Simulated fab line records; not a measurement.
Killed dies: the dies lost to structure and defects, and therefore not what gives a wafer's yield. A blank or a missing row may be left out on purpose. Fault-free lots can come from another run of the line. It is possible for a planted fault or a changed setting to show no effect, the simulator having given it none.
Which tool is to blame? | flow nand_harc | 6 lots, 18 wafers sampled, at 1 step of a route of 1159

## WHAT THE GAUGES READ, wafer by wafer
NHARC_P_START_INSPECT_01.
lot  | measured    | on                | raw_defect_count
L919 | day 1 18:02 | defect_inspect-02 | 3 4 1
L921 | day 2 06:02 | defect_inspect-01 | 5 3 3
L924 | day 3 00:03 | defect_inspect-01 | 4 6 2
L929 | day 4 06:02 | defect_inspect-02 | 1 2 5
L936 | day 6 00:02 | defect_inspect-02 | 4 0 2
L941 | day 7 06:02 | defect_inspect-02 | 1 3 1

## WHICH TOOL RAN EACH LOT (tool, then ch and the chambers of the sampled wafers, then the start)
The record shows no process step preceding these readings.

## THE ANSWER, worked out from the rows above alone
Rule: what is usual is taken from the lots themselves. The widest of any qualifying gaps counts: lots, ordered by their means at a reading, are off when they make up no more than a third of the lots, leave a main group of 4 or more, and stand apart from it by 3 or more times the standard deviation of that group's means. Not used: any main group whose means are identical at the precision the tables above print for the reading. Also off: a lot with no number at a reading for which 4 or more lots have one. All remaining lots with rows at the step are treated as sound.
No lot is off on any of the readings shown, so nothing can be concluded from this.

## WHAT THE SIMULATOR PUT IN
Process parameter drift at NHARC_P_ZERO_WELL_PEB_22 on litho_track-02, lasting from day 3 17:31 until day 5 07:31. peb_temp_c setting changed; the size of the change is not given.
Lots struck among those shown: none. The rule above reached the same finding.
